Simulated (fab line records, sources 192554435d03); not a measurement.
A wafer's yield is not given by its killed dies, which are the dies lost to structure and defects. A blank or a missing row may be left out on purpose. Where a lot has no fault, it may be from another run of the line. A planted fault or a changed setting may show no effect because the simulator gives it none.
Matching of chambers    flow n5_finfet    4 sister chambers for N5_BEOL_M0_ETCH_109 on rie_diel-04
The step etches SiCN in CH3F/O2, target depth 8 nm, overetch 2.4 nm, time 27.4 s. 8 wafers are shown with their chamber, then 7 later ones without.

== WAFERS, EACH WITH ITS CHAMBER ==
wafer   chamber  showerhead_plenum_p_Torr (Torr)  drypump_motor_current_A (A)
L081.1  0        1.96                             5.0
L084.1  1        2.06                             5.8
L084.2  0        1.95                             4.9
L084.3  3        2.02                             6.3
L088.1  3        2.02                             6.3
L088.5  1        2.06                             5.8
L087.3  2        2.11                             6.3
L087.4  2        2.11                             6.2

== WAFERS WITH NO CHAMBER GIVEN ==
wafer   showerhead_plenum_p_Torr (Torr)  drypump_motor_current_A (A)
L087.5  2.06                             5.8
L092.1  2.01                             6.3
L092.4  2.01                             6.3
L092.6  2.11                             6.3
L095.1  2.01                             6.2
L095.2  2.11                             6.3
L095.5  1.95                             5.0

== EACH ONE'S CHAMBER ==
wafer   from the rows above  in truth
L087.5  1                    1
L092.1  3                    3
L092.4  3                    3
L092.6  2                    2
L095.1  3                    3
L095.2  2                    2
L095.5  0                    0
Correctly placed: 7 of 7. Number that these rows cannot place: 0. Number placed wrongly: 0.
How it was worked out, from the rows above alone: a wafer's distance from a chamber is the root of the sum, over the readings, of the square of ((its reading less the chamber's mean) divided by the reading's scatter). If the next closest chamber is less than 2 further off than the closest, the wafer can't be placed; otherwise it belongs to the closest. The mean given for a chamber averages the wafers shown for that chamber. The scatter: the root of (the sum of the squares of (reading less its chamber's mean) over the shown wafers, divided by (wafers less chambers)).
